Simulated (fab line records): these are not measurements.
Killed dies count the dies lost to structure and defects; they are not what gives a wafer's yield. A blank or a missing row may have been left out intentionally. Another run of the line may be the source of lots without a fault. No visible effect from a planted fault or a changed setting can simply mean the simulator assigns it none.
Chamber matching + flow nand harc + NHARC_P_GATE_ALD_36 on ald sin-01 has 4 sister chambers
The step deposits SiNx, target thk 20 nm, pulse time 60 s, ald cycles 223. 8 wafers are shown with their chamber, then 8 later ones without.

## WAFERS, EACH WITH ITS CHAMBER
| wafer  | chamber | heater power w (W) | precursor pulse height rel |
|--------|---------|--------------------|----------------------------|
| L080.2 | 0       | 900                | 0.980                      |
| L083.2 | 2       | 894                | 1.002                      |
| L083.1 | 3       | 855                | 0.992                      |
| L083.4 | 3       | 888                | 0.969                      |
| L088.3 | 2       | 924                | 1.024                      |
| L088.6 | 0       | 890                | 1.001                      |
| L088.5 | 1       | 760                | 1.048                      |
| L089.2 | 1       | 752                | 0.996                      |

## WAFERS MISSING THEIR CHAMBER
| wafer  | heater power w (W) | precursor pulse height rel |
|--------|--------------------|----------------------------|
| L089.4 | 886                | 1.019                      |
| L089.5 | 892                | 0.992                      |
| L092.4 | 806                | 1.015                      |
| L092.1 | 883                | 1.001                      |
| L092.6 | 848                | 1.008                      |
| L095.4 | 881                | 0.977                      |
| L095.3 | 765                | 1.000                      |
| L095.5 | 747                | 0.996                      |

## THE CHAMBER EACH PASSED THROUGH
| wafer  | from the rows above          | in truth |
|--------|------------------------------|----------|
| L089.4 | can't be placed: 0 or 2 or 3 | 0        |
| L089.5 | can't be placed: 0 or 3 or 2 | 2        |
| L092.4 | can't be placed: 1 or 3      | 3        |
| L092.1 | can't be placed: 0 or 3 or 2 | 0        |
| L092.6 | can't be placed: 3 or 0 or 2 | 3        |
| L095.4 | can't be placed: 3 or 0 or 2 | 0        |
| L095.3 | 1                            | 1        |
| L095.5 | 1                            | 1        |
Correctly placed: 2 of 8. Unplaceable from these rows: 6, with the true chamber sitting among the candidates in 6. Wrongly placed: 0.
How it was worked out, from the rows above alone: a wafer's distance from a chamber is the root of the sum, over the readings, of the square of ((its reading less the chamber's mean) divided by the reading's scatter). The wafer belongs to the nearest chamber; if the next one is less than 2 further off, it can't be placed. Each chamber's mean is taken over the wafers shown for it. How the scatter is found: for the shown wafers, subtract from each reading the mean of its chamber, square and add these, divide the total by (wafers less chambers), then take the root.
